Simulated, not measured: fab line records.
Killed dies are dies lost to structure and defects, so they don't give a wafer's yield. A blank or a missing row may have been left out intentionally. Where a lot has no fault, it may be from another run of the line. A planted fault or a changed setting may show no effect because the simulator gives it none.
Split-lot experiment || flow n5_finfet || 21 wafers read across 7 lots, on a route 1938 steps long

== THE SPLIT ==
At N5_DUMMY_GATE_EXPOSE_12 (exposes mask GATE, target cd 25 nm), the setting dose_mj was moved away from the recipe's 34 on 3 of the 21 wafers read, by -5.6% to +7.4%. For the rest of the wafers, this setting stayed at what the recipe calls for.

== FROM THE SPLIT TO THE READING: what the file shows between them, 2 steps ==
- N5_DUMMY_GATE_PEB_13: peb time 60 s
- N5_DUMMY_GATE_DEVELOP_14: develop time 30 s

== THE READING ==
Shown in nm: cd_nm at N5_DUMMY_GATE_CD_MEAS_15, with target cd 25.8 nm. Fault-free wafers of this fab line usually give 24.97 nm, standard deviation 0.24 nm.

{"wafer": "L074.1", "tool, chamber at the split": "euv_scanner-02, 0", "dose_mj as run": 34, "against the recipe": "recipe", "cd_nm, nm": 24.67, "against lot-mates on the recipe": "-"}
{"wafer": "L074.2", "tool, chamber at the split": "euv_scanner-02, 0", "dose_mj as run": 34, "against the recipe": "recipe", "cd_nm, nm": 25.19, "against lot-mates on the recipe": "-"}
{"wafer": "L074.5", "tool, chamber at the split": "euv_scanner-02, 0", "dose_mj as run": 34, "against the recipe": "recipe", "cd_nm, nm": 24.92, "against lot-mates on the recipe": "-"}
{"wafer": "L082.2", "tool, chamber at the split": "euv_scanner-01, 0", "dose_mj as run": 34, "against the recipe": "recipe", "cd_nm, nm": 25.35, "against lot-mates on the recipe": "-"}
{"wafer": "L082.5", "tool, chamber at the split": "euv_scanner-01, 0", "dose_mj as run": 34, "against the recipe": "recipe", "cd_nm, nm": 25.06, "against lot-mates on the recipe": "-"}
{"wafer": "L082.6", "tool, chamber at the split": "euv_scanner-01, 0", "dose_mj as run": 34, "against the recipe": "recipe", "cd_nm, nm": 24.85, "against lot-mates on the recipe": "-"}
{"wafer": "L084.4", "tool, chamber at the split": "euv_scanner-01, 0", "dose_mj as run": 34, "against the recipe": "recipe", "cd_nm, nm": 24.83, "against lot-mates on the recipe": "-"}
{"wafer": "L084.5", "tool, chamber at the split": "euv_scanner-01, 0", "dose_mj as run": 34, "against the recipe": "recipe", "cd_nm, nm": 24.94, "against lot-mates on the recipe": "-"}
{"wafer": "L084.6", "tool, chamber at the split": "euv_scanner-01, 0", "dose_mj as run": 34, "against the recipe": "recipe", "cd_nm, nm": 24.83, "against lot-mates on the recipe": "-"}
{"wafer": "L086.1", "tool, chamber at the split": "euv_scanner-02, 0", "dose_mj as run": 34, "against the recipe": "recipe", "cd_nm, nm": 24.73, "against lot-mates on the recipe": "-"}
{"wafer": "L086.4", "tool, chamber at the split": "euv_scanner-02, 0", "dose_mj as run": 34, "against the recipe": "recipe", "cd_nm, nm": 24.83, "against lot-mates on the recipe": "-"}
{"wafer": "L086.5", "tool, chamber at the split": "euv_scanner-02, 0", "dose_mj as run": 32.09, "against the recipe": "-5.6%", "cd_nm, nm": 25.81, "against lot-mates on the recipe": "+1.03"}
{"wafer": "L091.1", "tool, chamber at the split": "euv_scanner-02, 0", "dose_mj as run": 34, "against the recipe": "recipe", "cd_nm, nm": 25.33, "against lot-mates on the recipe": "-"}
{"wafer": "L091.4", "tool, chamber at the split": "euv_scanner-02, 0", "dose_mj as run": 34, "against the recipe": "recipe", "cd_nm, nm": 25.10, "against lot-mates on the recipe": "-"}
{"wafer": "L091.5", "tool, chamber at the split": "euv_scanner-02, 0", "dose_mj as run": 34, "against the recipe": "recipe", "cd_nm, nm": 25.25, "against lot-mates on the recipe": "-"}
{"wafer": "L092.3", "tool, chamber at the split": "euv_scanner-01, 0", "dose_mj as run": 34, "against the recipe": "recipe", "cd_nm, nm": 24.87, "against lot-mates on the recipe": "-"}
{"wafer": "L092.5", "tool, chamber at the split": "euv_scanner-01, 0", "dose_mj as run": 34, "against the recipe": "recipe", "cd_nm, nm": 24.95, "against lot-mates on the recipe": "-"}
{"wafer": "L092.6", "tool, chamber at the split": "euv_scanner-01, 0", "dose_mj as run": 34, "against the recipe": "recipe", "cd_nm, nm": 25.00, "against lot-mates on the recipe": "-"}
{"wafer": "L093.3", "tool, chamber at the split": "euv_scanner-02, 0", "dose_mj as run": 36.51, "against the recipe": "+7.4%", "cd_nm, nm": 23.63, "against lot-mates on the recipe": -1.50}
{"wafer": "L093.4", "tool, chamber at the split": "euv_scanner-02, 0", "dose_mj as run": 34, "against the recipe": "recipe", "cd_nm, nm": 25.13, "against lot-mates on the recipe": "-"}
{"wafer": "L093.6", "tool, chamber at the split": "euv_scanner-02, 0", "dose_mj as run": 36.51, "against the recipe": "+7.4%", "cd_nm, nm": 23.79, "against lot-mates on the recipe": -1.34}

THE FIT
A straight line over all 21 wafers: cd_nm changes by -0.167 nm for each +1% of dose_mj; r = -0.92; the points scatter about the line by 0.19 nm.
The same after taking each lot's own level away (the mean of its wafers on the recipe; 21 wafers): -0.19 nm for each +1%; r = -0.97; scatter 0.13 nm.
According to that fit, moving dose_mj by its largest amount changes the reading by 1.4 nm.
From 24.780 to 25.227 nm: that is the span of the lots' own levels, equal to 1.9 times the standard deviation above.
So the slope is not independent of the lot-to-lot level: the two fits are not the same.
Check: for one of the wafers moved furthest among these (+7.4%), held out of the fit, the line's prediction against its lot-mates is -1.34 nm. Against them it came out at -1.5 nm.

== OTHER SPLITS APPLIED TO THESE WAFERS ==
Note: prior to the reading, these wafers also went through further splits. Each is held against what the fit with the lots' levels taken away leaves over:
{"other split on the same wafers": "N5_PMOS_HMC_CHANNEL_EPI_PEB_07 peb_temp_c", "wafers away from the commonest value": 5, "r with cd_nm (lot level and that fit taken away)": "+0.08"}
{"other split on the same wafers": "N5_PMOS_HMC_CHANNEL_EPI_DEVELOP_08 develop_time_s", "wafers away from the commonest value": 5, "r with cd_nm (lot level and that fit taken away)": -0.22}
{"other split on the same wafers": "N5_FIN_SAQP_SPACER1_ALD_24 temp_c", "wafers away from the commonest value": 9, "r with cd_nm (lot level and that fit taken away)": "+0.11"}
{"other split on the same wafers": "N5_DUMMY_GATE_COAT_28 spin_rpm", "wafers away from the commonest value": 9, "r with cd_nm (lot level and that fit taken away)": -0.01}

== THE FILE'S OWN FIT ==
cd_nm changes by -0.189 nm for each +1% of dose_mj, r = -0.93.
